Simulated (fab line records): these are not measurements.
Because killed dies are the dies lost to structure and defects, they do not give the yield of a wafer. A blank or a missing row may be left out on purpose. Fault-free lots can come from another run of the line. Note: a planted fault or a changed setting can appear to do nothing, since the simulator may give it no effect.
Lot-split experiment / flow n5 finfet / on a route of 1938 steps: 7 lots, 21 wafers read

SPLIT DETAILS
At N5_BEOL_M5_ETCH_72 (etches underlayer in N2/H2, target depth 6.5 nm, time 5.2 s), the setting bias w was moved away from the recipe's 150 W on 8 of the 21 wafers read, by -16.0% to +9.8%. For the rest of the wafers, this setting stayed at what the recipe calls for.

The reading comes from the split's own step.

THE READING
rf vpp V, in V, at N5_BEOL_M5_ETCH_72 (etches underlayer in N2/H2, target depth 6.5 nm, time 5.2 s). Fault-free wafers of this fab line usually give 524.5 V, standard deviation 2.2 V.

wafer=L074.3; tool, chamber at the split=rie diel-05, 1; bias w as run, W=128.9; against the recipe=-14.1%; rf vpp V, V=473.7; against lot-mates on the recipe=-52.8
wafer=L074.4; tool, chamber at the split=rie diel-05, 0; bias w as run, W=150; against the recipe=recipe; rf vpp V, V=526.5; against lot-mates on the recipe=-
wafer=L074.6; tool, chamber at the split=rie diel-05, 3; bias w as run, W=128.9; against the recipe=-14.1%; rf vpp V, V=474.9; against lot-mates on the recipe=-51.6
wafer=L076.1; tool, chamber at the split=rie diel-03, 2; bias w as run, W=150; against the recipe=recipe; rf vpp V, V=523.2; against lot-mates on the recipe=-
wafer=L076.2; tool, chamber at the split=rie diel-03, 1; bias w as run, W=150; against the recipe=recipe; rf vpp V, V=530.0; against lot-mates on the recipe=-
wafer=L076.6; tool, chamber at the split=rie diel-03, 0; bias w as run, W=150; against the recipe=recipe; rf vpp V, V=524.2; against lot-mates on the recipe=-
wafer=L078.1; tool, chamber at the split=rie diel-06, 1; bias w as run, W=150; against the recipe=recipe; rf vpp V, V=523.5; against lot-mates on the recipe=-
wafer=L078.3; tool, chamber at the split=rie diel-06, 2; bias w as run, W=150; against the recipe=recipe; rf vpp V, V=523.8; against lot-mates on the recipe=-
wafer=L078.5; tool, chamber at the split=rie diel-06, 3; bias w as run, W=150; against the recipe=recipe; rf vpp V, V=523.1; against lot-mates on the recipe=-
wafer=L086.3; tool, chamber at the split=rie diel-03, 3; bias w as run, W=158.5; against the recipe=+5.7%; rf vpp V, V=544.0; against lot-mates on the recipe=+14.6
wafer=L086.4; tool, chamber at the split=rie diel-03, 0; bias w as run, W=158.5; against the recipe=+5.7%; rf vpp V, V=542.1; against lot-mates on the recipe=+12.7
wafer=L086.5; tool, chamber at the split=rie diel-03, 1; bias w as run, W=150; against the recipe=recipe; rf vpp V, V=529.4; against lot-mates on the recipe=-
wafer=L095.4; tool, chamber at the split=rie diel-03, 2; bias w as run, W=150; against the recipe=recipe; rf vpp V, V=522.3; against lot-mates on the recipe=-
wafer=L095.5; tool, chamber at the split=rie diel-03, 1; bias w as run, W=150; against the recipe=recipe; rf vpp V, V=526.4; against lot-mates on the recipe=-
wafer=L095.6; tool, chamber at the split=rie diel-03, 2; bias w as run, W=150; against the recipe=recipe; rf vpp V, V=521.1; against lot-mates on the recipe=-
wafer=L093.4; tool, chamber at the split=rie diel-06, 1; bias w as run, W=164.7; against the recipe=+9.8%; rf vpp V, V=557.7; against lot-mates on the recipe=+32.0
wafer=L093.5; tool, chamber at the split=rie diel-06, 1; bias w as run, W=150; against the recipe=recipe; rf vpp V, V=525.7; against lot-mates on the recipe=-
wafer=L093.6; tool, chamber at the split=rie diel-06, 2; bias w as run, W=164.7; against the recipe=+9.8%; rf vpp V, V=554.0; against lot-mates on the recipe=+28.3
wafer=L097.1; tool, chamber at the split=rie diel-06, 0; bias w as run, W=126; against the recipe=-16.0%; rf vpp V, V=471.6; against lot-mates on the recipe=-53.1
wafer=L097.3; tool, chamber at the split=rie diel-06, 1; bias w as run, W=126; against the recipe=-16.0%; rf vpp V, V=468.2; against lot-mates on the recipe=-56.5
wafer=L097.6; tool, chamber at the split=rie diel-06, 1; bias w as run, W=150; against the recipe=recipe; rf vpp V, V=524.7; against lot-mates on the recipe=-

THE FIT
A straight line over all 21 wafers: rf vpp V changes by +3.42 V for each +1% of bias w; r = +1.00; the points scatter about the line by 2.5 V.
The same after taking each lot's own level away (the mean of its wafers on the recipe; 21 wafers): +3.38 V for each +1%; r = +0.99; scatter 2.8 V.
According to that fit, moving bias w by its largest amount changes the reading by 54 V.
From 523.27 to 529.40 V: that is the span of the lots' own levels, equal to 2.8 times the standard deviation above.
The two slopes are in agreement: the lot-to-lot level therefore moves the slope only a little.
Check: -56 V against its lot-mates is what the line predicts for one of the wafers moved furthest among these (-16.0%) when that wafer is left out of the fit. Against them it came out at -53.1 V.
Tool readings at the split's step, against how far the setting was moved: rf vpp V r = +1.00.

OTHER SPLITS ON THESE WAFERS
These wafers also went through other splits before the reading. Each is held against what the fit with the lots' levels taken away leaves over:
other split on the same wafers=N5_BEOL_M2_DESCUM_16 time s; wafers away from the commonest value=3; r with rf vpp V (lot level and that fit taken away)=-0.15
other split on the same wafers=N5_BEOL_M3_ETCH_70 source w; wafers away from the commonest value=6; r with rf vpp V (lot level and that fit taken away)=-0.27
other split on the same wafers=N5_BEOL_M4_COAT_67 spin rpm; wafers away from the commonest value=5; r with rf vpp V (lot level and that fit taken away)=-0.26
other split on the same wafers=N5_BEOL_M4_COAT_22 spin rpm; wafers away from the commonest value=6; r with rf vpp V (lot level and that fit taken away)=+0.21
other split on the same wafers=N5_BEOL_M5_COAT_60 spin rpm; wafers away from the commonest value=5; r with rf vpp V (lot level and that fit taken away)=+0.04
other split on the same wafers=N5_BEOL_M5_COAT_71 spin rpm; wafers away from the commonest value=3; r with rf vpp V (lot level and that fit taken away)=-0.34

THE FILE'S OWN FIT
rf vpp V changes by +3.41 V for each +1% of bias w, r = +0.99.
